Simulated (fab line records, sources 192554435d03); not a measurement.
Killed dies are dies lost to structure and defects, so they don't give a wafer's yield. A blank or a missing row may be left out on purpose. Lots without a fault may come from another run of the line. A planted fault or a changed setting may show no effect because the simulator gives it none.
fab line records | flow n5_finfet
record lots=7 wafers=21 last_day=18
route steps=1938 shown BEOL_M1@801 BEOL_M2@841 PASSIVATION@1936
lots that met no fault: from a run of the same line without faults
start_h: hours from the record's first day to the start of the lot's first wafer shown | wait_h: hours since the lot's step before | " the same as in the row above | L1.1+2: a row that stands for several wafers | - no value, or no start given | * or withheld: withheld | < > ~ a bound
route shown NAME@n: a module of which the file shows steps, and the number in the route of the first | usual: mean/standard deviation of fault-free wafers | same: alike in all rows | chamber/n: place in a boat | sites: the reading at each site | _std_site: their standard deviation | _edge_site: outer sites' mean less inner sites' | radius_mm: how far each site lies from the wafer's centre | mask NAME#n: copy n | behind: the tool/chamber that last shaped the wafer | hold: why the lot was held/for how many hours/how that ended | device: the transistor (n, p or np) that didn't switch | end of line: the same wafers' tests at the end of the route | a step without rows: its recipe alone | killed: dies lost to structure and defects at the first sort, not the wafer's yield | map: a wafer's dies, x killed, . not, _ none there
set.NAME: the setting as run; set.NAME@STEP: as run at that earlier step | model.NAME: the simulator's own value behind a step, which no gauge read
lots at some steps of the route; a table a step, a row a wafer
services: from which hour (start_h, from the record's first day; less than 0 if before it) a tool's chamber was out of use, for how many hours, and why
## steps
# step N5_BEOL_M1_ETCH_41
# recipe chemistry=CH3F/O2 target=SiCN target_depth_a=319 taper_deg=2 time_s=57.8 ion_energy_ev=120 mask_material=TiN pressure_mtorr=30 source_w=395 bias_w=75 Ar_flow_sccm=150 CH3F_flow_sccm=30 O2_flow_sccm=20
# step N5_BEOL_M1_STRIP_97
# recipe chemistry=N2/H2 time_s=10 power_w=450 temp_c=40 pressure_mtorr=20 rf_frequency_hz=6e+07 bias_power_w=7 n2_flow_sccm=200 h2_flow_sccm=200
# step N5_BEOL_M1_OCD_MEAS_38
# usual trench_depth_nm=54.9/0.88
# columns lot.wafer tool chamber start_h wait_h trench_depth_nm
L268.3 ocd-02 - 141.62 - 54.2
L268.5 " - " " 54.7
L268.6 " - " " 53.7
L273.2 ocd-02 - 168.92 - 54.8
L273.4 " - " " 53.8
L273.6 " - " " 54.5
L274.1 ocd-02 - 170.35 - 55.8
L274.3 " - " " 56.1
L274.5 " - " " 55.0
L277.2 ocd-02 - 189.58 - 55.5
L277.3 " - " " 56.8
L277.5 " - " " 54.7
L278.1 ocd-01 - 192.30 - 55.6
L278.4 " - " " 56.2
L278.5 " - " " 54.8
L289.1 ocd-02 - 258.16 - 53.1
L289.5 " - " " 55.2
L289.6 " - " " 52.9
L290.1 ocd-01 - 270.21 - 53.8
L290.3 " - " " 55.3
L290.6 " - " " 55.3
# step N5_BEOL_M1_HM_STRIP_39
# recipe chemistry=peroxide_tin_strip material=TiN target_depth_a=250 temp_c=50 time_s=158
# step N5_BEOL_M1_SRD_40
# recipe time_s=30 temp_c=23 rinse_liquid=diw dry=ipa_marangoni
# step N5_BEOL_M1_PRECLEAN_42
# recipe chemistry=residue_remover time_s=60 temp_c=40
# step N5_BEOL_M1_SRD_43
# recipe time_s=30 temp_c=23 rinse_liquid=diw dry=ipa_marangoni
# step N5_BEOL_M1_CD_MEAS_35
# recipe target_cd_nm=18 target_cd_y_nm=21 polarity=opening
# usual cd_nm=17.9/0.31
# columns lot.wafer tool chamber start_h wait_h cd_nm
L268.3 cd_sem-02 - 141.77 0.0 18.3
L268.5 " - " " 17.9
L268.6 " - " " 18.0
L273.2 cd_sem-02 - 169.07 0.0 18.4
L273.4 " - " " 18.2
L273.6 " - " " 18.0
L274.1 cd_sem-03 - 170.50 0.0 17.7
L274.3 " - " " 17.8
L274.5 " - " " 17.7
L277.2 cd_sem-03 - 189.74 0.0 18.1
L277.3 " - " " 17.9
L277.5 " - " " 17.9
L278.1 cd_sem-01 - 192.45 0.0 18.0
L278.4 " - " " 17.7
L278.5 " - " " 17.9
L289.1 cd_sem-02 - 258.31 0.0 17.8
L289.5 " - " " 17.9
L289.6 " - " " 17.5
L290.1 cd_sem-02 - 270.36 0.0 18.1
L290.3 " - " " 18.2
L290.6 " - " " 18.1
# step N5_BEOL_M1_DEGAS_44
# recipe ambient=vacuum temp_c=250 time_s=60
# step N5_BEOL_M1_PRE_CLEAN_45
# recipe gas=H2/He time_s=30 temp_c=250
# step N5_BEOL_M1_ALD_84
# recipe material=TaN target_thk_a=* temp_c=275 ald_precursor_family=PDMAT ald_co_reactant=NH3 pressure_torr=3 carrier_flow_sccm=1500 pulse_time_s=2 purge_time_s=3 co_reactant_purge_time_s=2 co_reactant_pulse_time_s=3 ald_cycles=30 precursor_vessel_temp_c=75 precursor_vessel_pressure_torr=26.25 precursor_vessel_carrier_sccm=1000
# usual heater_power_w=417/50 mfc_carrier_sccm=1499/4.2 precursor_vessel_temp_c=74.99/0.14
# same ald_cycles=30
# columns lot.wafer tool chamber start_h wait_h heater_power_w mfc_carrier_sccm precursor_vessel_temp_c
L268.3 ald_metal-04 1 142.16 0.2 506 1500 74.85
L268.5 " 2 " " 463 1506 75.11
L268.6 " 3 " " 312 1508 74.71
L273.2 ald_metal-01 3 170.34 0.1 416 1499 74.88
L273.4 " 1 " " 387 1499 75.00
L273.6 " 0 " " 501 1495 75.21
L274.1 ald_metal-03 2 170.82 0.0 384 1500 74.89
L274.3 " 0 " " 425 1497 74.80
L274.5 " 0 " " 433 1502 74.76
L277.2 ald_metal-04 1 190.32 0.1 488 1498 75.04
L277.3 " 3 " " 315 1496 74.96
L277.5 " 3 " " 310 1496 75.00
L278.1 ald_metal-03 3 193.22 0.1 406 1510 74.86
L278.4 " 0 " " 421 1498 75.08
L278.5 " 3 " " 406 1500 74.88
L289.1 ald_metal-04 2 258.66 0.0 454 1503 75.21
L289.5 " 1 " " 510 1494 75.09
L289.6 " 2 " " 444 1499 75.23
L290.1 ald_metal-03 0 270.93 0.1 432 1490 74.93
L290.3 " 1 " " 416 1498 75.24
L290.6 " 0 " " 427 1497 75.05
# step N5_BEOL_M1_SURFACE_TREAT_85
# recipe gas=Ar time_s=* ion_energy_ev=* ion_current_ma_cm2=0.5 pressure_mtorr=* ar_flow_sccm=30
# usual throttle_valve_pct=*
# columns lot.wafer tool chamber start_h wait_h throttle_valve_pct
L268.3 pvd_sputter-01 - 142.44 0.2 *
L268.5 " - " " *
L268.6 " - " " *
L273.2 pvd_sputter-01 - 170.59 0.1 *
L273.4 " - " " *
L273.6 " - " " *
L274.1 pvd_sputter-02 - 171.05 0.1 *
L274.3 " - " " *
L274.5 " - " " *
L277.2 pvd_sputter-03 - 192.18 1.8 *
L277.3 " - " " *
L277.5 " - " " *
L278.1 pvd_sputter-01 - 193.54 0.2 *
L278.4 " - " " *
L278.5 " - " " *
L289.1 pvd_sputter-03 - 258.89 0.1 *
L289.5 " - " " *
L289.6 " - " " *
L290.1 pvd_sputter-01 - 272.84 1.8 *
L290.3 " - " " *
L290.6 " - " " *
# step N5_BEOL_M1_CVD_47
# recipe material=Co target_thk_a=30 temp_c=withheld precursor=CCTBA/H2 pressure_torr=30 time_s=223.8
# columns lot.wafer tool chamber start_h wait_h
L268.3+5+6 cvd_co-02 1,2,0 142.52 0.1
L273.2+4+6 cvd_co-02 0,1,2 170.65 0.0
L274.1+3+5 cvd_co-02 2,0,1 171.11 0.0
L277.2+3+5 cvd_co-02 0,1,0 192.25 0.1
L278.1+4+5 cvd_co-02 0,0,1 193.60 0.0
L289.1+5+6 cvd_co-01 1,2,1 259.15 0.2
L290.1+3+6 cvd_co-02 2,1,1 272.92 0.1
# step N5_BEOL_M1_SPUTTER_48
# recipe material=Cu target_thk_a=45 temp_c=-20 chamber_pressure_pa=0.07 power_w=withheld time_s=8.29
# step N5_BEOL_M1_ANNEAL_49
# recipe temp_c=400 time_s=240 ambient=vacuum
# step N5_BEOL_M1_SPUTTER_79
# recipe material=Cu target_thk_a=45 temp_c=-20 chamber_pressure_pa=0.07 power_w=withheld time_s=8.29
# usual throttle_valve_pct=30.0/1.2
# columns lot.wafer tool chamber start_h wait_h throttle_valve_pct
L268.3 pvd_sputter-01 - 143.18 0.1 30.4
L268.5 " - " " 29.1
L268.6 " - " " 30.3
L273.2 pvd_sputter-03 - 171.03 0.1 30.8
L273.4 " - " " 30.1
L273.6 " - " " 31.0
L274.1 pvd_sputter-02 - 171.75 0.1 28.9
L274.3 " - " " 32.8
L274.5 " - " " 32.6
L277.2 pvd_sputter-03 - 192.64 0.1 31.2
L277.3 " - " " 30.2
L277.5 " - " " 30.2
L278.1 pvd_sputter-01 - 194.10 0.1 30.2
L278.4 " - " " 29.9
L278.5 " - " " 30.2
L289.1 pvd_sputter-01 - 260.70 0.1 30.4
L289.5 " - " " 30.1
L289.6 " - " " 28.9
L290.1 pvd_sputter-01 - 273.32 0.1 30.3
L290.3 " - " " 29.6
L290.6 " - " " 29.7
# step N5_BEOL_M1_ANNEAL_80
# recipe temp_c=400 time_s=240 ambient=vacuum
# usual heater_power_w=856/53
# columns lot.wafer tool chamber start_h wait_h heater_power_w
L268.3 pvd_sputter-01 - 143.26 0.0 772
L268.5 " - " " 839
L268.6 " - " " 851
L273.2 pvd_sputter-03 - 171.11 0.0 855
L273.4 " - " " 941
L273.6 " - " " 849
L274.1 pvd_sputter-02 - 171.83 0.0 845
L274.3 " - " " 965
L274.5 " - " " 939
L277.2 pvd_sputter-03 - 192.72 0.0 839
L277.3 " - " " 804
L277.5 " - " " 770
L278.1 pvd_sputter-01 - 194.18 0.0 795
L278.4 " - " " 847
L278.5 " - " " 833
L289.1 pvd_sputter-01 - 260.78 0.0 799
L289.5 " - " " 749
L289.6 " - " " 788
L290.1 pvd_sputter-01 - 273.40 0.0 768
L290.3 " - " " 846
L290.6 " - " " 847
# step N5_BEOL_M1_SPUTTER_81
# recipe material=Cu target_thk_a=45 temp_c=-20 chamber_pressure_pa=0.07 power_w=withheld time_s=8.29
# step N5_BEOL_M1_ANNEAL_82
# recipe temp_c=400 time_s=240 ambient=vacuum
# step N5_BEOL_M1_SPUTTER_86
# recipe material=Cu target_thk_a=45 temp_c=-20 chamber_pressure_pa=0.07 power_w=withheld time_s=8.29
# step N5_BEOL_M1_ANNEAL_87
# recipe temp_c=400 time_s=240 ambient=vacuum
# step N5_BEOL_M1_SPUTTER_88
# recipe material=Cu target_thk_a=45 temp_c=-20 chamber_pressure_pa=0.07 power_w=withheld time_s=8.29
# step N5_BEOL_M1_ANNEAL_89
# recipe temp_c=400 time_s=240 ambient=vacuum
# step N5_BEOL_M1_SPUTTER_90
# recipe material=Cu target_thk_a=45 temp_c=-20 chamber_pressure_pa=0.07 power_w=withheld time_s=8.29
# step N5_BEOL_M1_ANNEAL_91
# recipe temp_c=400 time_s=240 ambient=vacuum
# step N5_BEOL_M1_SPUTTER_92
# recipe material=Cu target_thk_a=45 temp_c=-20 chamber_pressure_pa=0.07 power_w=withheld time_s=8.29
# step N5_BEOL_M1_ANNEAL_93
# recipe temp_c=400 time_s=240 ambient=vacuum
# usual heater_power_w=857/51
# columns lot.wafer tool chamber start_h wait_h heater_power_w
L268.3 pvd_sputter-01 - 144.36 0.0 785
L268.5 " - " " 826
L268.6 " - " " 851
L273.2 pvd_sputter-03 - 172.21 0.0 852
L273.4 " - " " 912
L273.6 " - " " 866
L274.1 pvd_sputter-02 - 172.93 0.0 871
L274.3 " - " " 958
L274.5 " - " " 914
L277.2 pvd_sputter-03 - 193.82 0.0 837
L277.3 " - " " 790
L277.5 " - " " 787
L278.1 pvd_sputter-01 - 195.28 0.0 795
L278.4 " - " " 866
L278.5 " - " " 836
L289.1 pvd_sputter-01 - 261.88 0.0 774
L289.5 " - " " 787
L289.6 " - " " 805
L290.1 pvd_sputter-01 - 274.50 0.0 775
L290.3 " - " " 852
L290.6 " - " " 864
# step N5_BEOL_M1_SPUTTER_94
# recipe material=Cu target_thk_a=45 temp_c=-20 chamber_pressure_pa=0.07 power_w=withheld time_s=8.29
# step N5_BEOL_M1_ANNEAL_95
# recipe temp_c=400 time_s=240 ambient=vacuum
# step N5_BEOL_M1_SPUTTER_96
# recipe material=Cu target_thk_a=45 temp_c=-20 chamber_pressure_pa=0.07 power_w=withheld time_s=8.29
# step N5_BEOL_M1_ECD_50
# recipe material=Cu target_thk_a=3000
# step N5_BEOL_M1_ANNEAL_51
# recipe temp_c=225 time_s=90 ambient=N2
# step N5_BEOL_M1_CMP_52
# recipe stop_on=SiOC t_overpolish_s=6.8 down_force_psi=1 platen_rpm=50 clearing_platen_down_force_psi=1.5 clearing_platen_rpm=50 post_cmp_clean=cu_alkaline target_thk_nm=40 clearing_platen_pad_velocity_m_s=0.99484 pad_velocity_m_s=0.99484
# step N5_BEOL_M1_THK_MEAS_53
# recipe thk_meas_gauge=xrf reads=Cu_of_BEOL_M1_ECD_50
# usual M1_THK=40.0/1.7
# columns lot.wafer tool chamber start_h wait_h M1_THK[nm]
L268.3 film_metro-02 - 145.53 - 37.6
L268.5 " - " " 42.0
L268.6 " - " " 39.1
L273.2 film_metro-01 - 174.85 - 42.3
L273.4 " - " " 43.1
L273.6 " - " " 43.5
L274.1 film_metro-01 - 175.39 - 40.7
L274.3 " - " " 40.0
L274.5 " - " " 42.2
L277.2 film_metro-02 - 194.97 - 37.5
L277.3 " - " " 37.9
L277.5 " - " " 39.7
L278.1 film_metro-02 - 196.43 - 40.0
L278.4 " - " " 41.6
L278.5 " - " " 42.0
L289.1 film_metro-02 - 263.02 - 41.0
L289.5 " - " " 42.5
L289.6 " - " " 41.8
L290.1 film_metro-02 - 275.65 - 35.2
L290.3 " - " " 35.0
L290.6 " - " " 37.1
# step N5_BEOL_M1_PRE_CLEAN_60
# recipe gas=NH3/H2 time_s=15 temp_c=* rf_power_w=300
# step N5_BEOL_M1_CO_CAP_55
# recipe material=Co target_thk_a=20 temp_c=200 precursor=CCTBA/H2 pressure_torr=30 time_s=102.1
# step N5_BEOL_M1_PRE_CLEAN_56
# recipe gas=NH3 time_s=15 temp_c=withheld rf_power_w=300
# step N5_BEOL_M1_DEP_57
# recipe material=SiCN target_thk_a=80 temp_c=withheld precursor=3MS/NH3 pressure_torr=3 rf_w=202 time_s=14
# step N5_BEOL_M1_RS_MEAS_58
# recipe thk_meas_gauge=four-point-probe reads=Co_of_BEOL_M1_CO_CAP_55+Cu_of_BEOL_M1_ECD_50+Co_of_BEOL_M1_CVD_47+TaN_of_BEOL_M1_ALD_84
# usual M1_RS=0.66/0.035
# columns lot.wafer tool chamber start_h wait_h M1_RS[ohm/sq]
L268.3 film_metro-02 - 145.79 0.1 0.70
L268.5 " - " " 0.61
L268.6 " - " " 0.67
L273.2 film_metro-02 - 175.13 0.1 0.61
L273.4 " - " " 0.60
L273.6 " - " " 0.59
L274.1 film_metro-02 - 175.66 0.1 0.64
L274.3 " - " " 0.66
L274.5 " - " " 0.62
L277.2 film_metro-02 - 195.23 0.1 0.72
L277.3 " - " " 0.71
L277.5 " - " " 0.67
L278.1 film_metro-02 - 196.74 0.0 0.66
L278.4 " - " " 0.62
L278.5 " - " " 0.62
L289.1 film_metro-01 - 263.30 0.0 0.64
L289.5 " - " " 0.60
L289.6 " - " " 0.62
L290.1 film_metro-01 - 275.91 0.0 0.77
L290.3 " - " " 0.78
L290.6 " - " " 0.72
# step N5_BEOL_M2_ILD_DEP_00
# recipe material=SiOC target_thk_a=790 temp_c=350 precursor=DEMS/O2 pressure_torr=5 rf_w=500 time_s=15.3
# step N5_BEOL_M2_THK_MEAS_01
# recipe reads=SiOC_of_BEOL_M2_ILD_DEP_00
# usual M2_ILD_THK=79.0/0.94
# columns lot.wafer tool chamber start_h wait_h M2_ILD_THK[nm]
L268.3 film_metro-01 - 145.92 0.1 77.8
L268.5 " - " " 80.2
L268.6 " - " " 78.6
L273.2 film_metro-01 - 175.26 0.1 78.6
L273.4 " - " " 79.5
L273.6 " - " " 78.9
L274.1 film_metro-02 - 175.79 0.0 78.3
L274.3 " - " " 78.3
L274.5 " - " " 80.3
L277.2 film_metro-02 - 195.36 0.1 78.6
L277.3 " - " " 77.2
L277.5 " - " " 79.8
L278.1 film_metro-01 - 196.87 0.0 77.7
L278.4 " - " " 79.5
L278.5 " - " " 78.7
L289.1 film_metro-02 - 263.43 0.0 77.9
L289.5 " - " " 79.1
L289.6 " - " " 79.3
L290.1 film_metro-02 - 276.04 0.0 76.4
L290.3 " - " " 78.0
L290.6 " - " " 79.3
# step N5_PASSIVATION_PROBE_49
# usual defect_limited_yield=91.3/1.4 killed_at_M0_to_M3=33/10 killed_at_M4_up=15/6.1 killed_at_contacts=12/6.7 killed_at_front_end=39/11 killed_at_other=4/3.3 killed_dies=103/16 killed_open=68/12 killed_short=34/7.2 sort_bin_5_function=5.1/0.88 sort_bin_6_memory=3.3/0.67 sort_n_pass=1077/16 sort_yield_pct=91.3/1.4
# same gross_dies=1180 killed_at_back_side=0 sort_bin_4_leakage[%]=0 sort_bin_8_speed[%]=0
# columns lot.wafer tool chamber start_h wait_h defect_limited_yield[%] killed_at_M0_to_M3 killed_at_M4_up killed_at_contacts killed_at_front_end killed_at_other killed_dies killed_open killed_short sort_bin_5_function[%] sort_bin_6_memory[%] sort_n_pass sort_yield_pct[%]
L274.1 prober-02 - 329.17 0.0 89.6 34 14 7 63 5 123 81 42 6.4 3.7 1057 89.6
L274.3 prober-02 - 329.27 0.1 80.8 170 15 8 31 3 227 49 30 10.8 3.8 953 80.8
L274.5 prober-02 - 329.37 0.2 87.8 44 23 14 57 6 144 99 44 7.9 4.2 1036 87.8
L277.2 prober-02 - 335.51 0.1 80.3 178 12 11 32 0 233 47 42 11.6 3.3 947 80.3
L277.3 prober-02 - 335.56 0.1 92.3 40 11 6 31 3 91 65 26 4.2 3.3 1089 92.3
L277.5 prober-02 - 335.66 0.2 81.4 187 10 3 18 2 220 39 32 11.1 3.1 960 81.4
L278.1 prober-02 - 342.68 0.0 81.1 173 10 7 31 2 223 55 23 11.7 3.3 957 81.1
L278.4 prober-02 - 342.83 0.2 79.5 167 14 19 38 4 242 65 28 12.5 4.3 938 79.5
# killed by level:class
L274.1 FIN_SAQP:geometric_particle:open=26 FIN_SAQP:geometric_particle:short=12 BEOL_M0_SAQP:geometric_particle:short=9 MOL_CONTACT_COAG:geometric_particle:open=7 BEOL_M2:geometric_particle:open=7 BEOL_M3:geometric_particle:open=7 BEOL_M4:geometric_particle:open=6 GATE_CUT:geometric_particle:short=5
L274.3 BEOL_M1:unspecified=148 BEOL_M4:geometric_particle:open=7 MOL_CONTACT_COAG:geometric_particle:open=7 STI_FIN_REVEAL:geometric_particle:open=6 GATE_CUT:geometric_particle:short=6 FIN_SAQP:geometric_particle:open=5 BEOL_M0_SAQP:geometric_particle:short=5 BEOL_M2:geometric_particle:open=5
L274.5 FIN_SAQP:geometric_particle:open=15 MOL_CONTACT_COAG:geometric_particle:open=11 BEOL_M2:geometric_particle:open=11 BEOL_M0_SAQP:geometric_particle:open=10 BEOL_M0_SAQP:geometric_particle:short=10 BEOL_M4:geometric_particle:open=10 FIN_SAQP:geometric_particle:short=7 GATE_CUT:geometric_particle:open=7
L277.2 BEOL_M1:unspecified=141 BEOL_M2:geometric_particle:open=15 ILD0:geometric_particle:short=6 MOL_CONTACT_COAG:geometric_particle:short=6 BEOL_M0_SAQP:geometric_particle:short=6 FIN_SAQP:geometric_particle:short=5 GATE_CUT:geometric_particle:short=5 MOL_CONTACT_COAG:geometric_particle:open=5
L277.3 BEOL_M2:geometric_particle:open=12 FIN_SAQP:geometric_particle:open=10 BEOL_M0_SAQP:geometric_particle:short=9 BEOL_M0_SAQP:geometric_particle:open=7 MOL_CONTACT_COAG:geometric_particle:open=6 BEOL_M3:geometric_particle:open=5 FIN_SAQP:geometric_particle:short=4 DUMMY_GATE:geometric_particle:open=4
L277.5 BEOL_M1:unspecified=149 BEOL_M0_SAQP:geometric_particle:short=9 BEOL_M3:geometric_particle:short=8 BEOL_M0:geometric_particle:open=5 ILD0:geometric_particle:short=4 BEOL_M0_SAQP:geometric_particle:open=4 BEOL_M4:geometric_particle:open=4 MOL_CONTACT_COAG:geometric_particle:open=3
L278.1 BEOL_M1:unspecified=144 FIN_SAQP:geometric_particle:open=9 BEOL_M3:geometric_particle:open=8 DUMMY_GATE:geometric_particle:open=6 BEOL_M1:geometric_particle:open=5 MOL_CONTACT_COAG:geometric_particle:open=5 BEOL_M0_SAQP:geometric_particle:open=5 STI_FIN_REVEAL:geometric_particle:open=3
L278.4 BEOL_M1:unspecified=149 MOL_CONTACT_COAG:geometric_particle:open=16 FIN_SAQP:geometric_particle:open=14 FIN_SAQP:geometric_particle:short=9 BEOL_M4:geometric_particle:open=5 BEOL_M0_SAQP:geometric_particle:short=4 BEOL_M0_SAQP:geometric_particle:open=4 DUMMY_GATE:geometric_particle:open=3
# map L274.3 (x killed, . not)
_________________............________________
______________.................._____________
___________........................__________
__________..................x..x...._________
________..................x......x...._______
_______.x........................x...x.______
______.........................x.x......_____
_____.........................x.........x____
____............x.x.................x.....___
___...x....................x..............x__
___........................................__
__..........x........x.x...................._
__.......................x.......x....x.x..._
_......x.............x.......x...x......x.x..
_.......................x..............x.....
_...x..................xx..........x.....x...
_.............x.x........................x...
_......x.........................x..x....x...
_...................x........x.....x.....x...
_x........xxx................................
_...x.........xx.x.x..........x..........x..x
__.........xxxxxxxx.xx......................_
__.......xxxxxxxxxxx.............x....x....._
___....xxxxxxxxxxxxxx.x.....x..............__
___...x...xxxxxxxxxxxx..........x..........__
____...xxxxxxxxxxxxxxxx..............x..x.___
_____..xx.xxxxxxxxxxxx.x..........x...x..____
______..xxxxxxxxxxxxxx...........x......_____
_______..xxxxxxxxxxxxxxx..........x....______
________.xxxxxxxxxxxxx.x.xx..........._______
__________xxxxxxxxxxx..x...x........_________
___________x.xxxxxxx.x.............__________
______________xxxx.x....x......._____________
_________________xx.....x...x________________
# map L277.2 (x killed, . not)
_________________.....x......________________
______________.........x........_____________
___________..........x...x........x__________
__________........x................._________
________..............x.x.....x......._______
_______..........x....x...x............______
______.................xx...x..........._____
_____.....x.......xx....x................____
____............x.........................___
___..............x......x...x..............__
___.....xx...........xx....................__
__..........x...x............x....x...xx...._
__.........x............x..........x........_
_..x........x.......x........x..........x....
_.........................x........xx........
_..................x.............x.......x..x
_..x.......................................x.
_..................x...x....x................
_.....x...x.x...x............................
_..x......x........x.x......x................
_.........x.x.xx.x...........................
__x.....xxx..xxx.x..xx......x........x...x.._
__......x..xxxxxxxxx.x....x............x...._
___......xxxxxxxxxxxxxx.........x..........__
___....xx.xxxxxxxxxxxx.............xx......__
____.x..xxxxxxxxxxxxxx.x.......x..........___
_____....xxxxxxxxxxxxxx...x.....x..x.....____
______...xxxxxxxxxxxxxxx.x.....x........_____
_______.xxxxxxxxxxxxxx.....x...x..x....______
________.xxxxxxxxxxxx...x.....x......._______
__________.xxxxxxxxx.x..x..........._________
___________x.xxxxxxx...............__________
______________xxxx...x....x...x._____________
_________________..........x.________________
## services
# columns tool chamber start_h hours kind
cvd_co-02 - 132.60 0.7 repair
ald_metal-01 - 132.63 0.7 repair
ald_metal-01 0 145.13 13.8 repair
ald_metal-03 1 180.96 17.3 repair
ald_metal-01 - 211.38 8.7 pm
cvd_co-01 - 242.95 0.5 repair
ald_metal-03 1 249.96 19.5 repair
cvd_co-02 - 270.30 0.4 repair
## key
first_sign step=N5_PASSIVATION_PROBE_49 reading=killed_at_M0_to_M3 direction=up sigmas=14 usual=33 struck=175
effect step=N5_PASSIVATION_PROBE_49 reading=killed_dies direction=up sigmas=7.7 usual=103 struck=229
more_kills_born_at N5_BEOL_M1_CVD_47@cvd_co-02=731
met_at N5_BEOL_M1_CVD_47
struck_wafers L274.3,L277.2,L277.5,L278.1,L278.4
onset_between 170.65 171.11
fault kind=chamber_particle_source tool=cvd_co-02 chamber=0 onset_h=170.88 steps=N5_BEOL_M1_CVD_47 rate_per_visit_cm2=1.9445 end_h=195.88
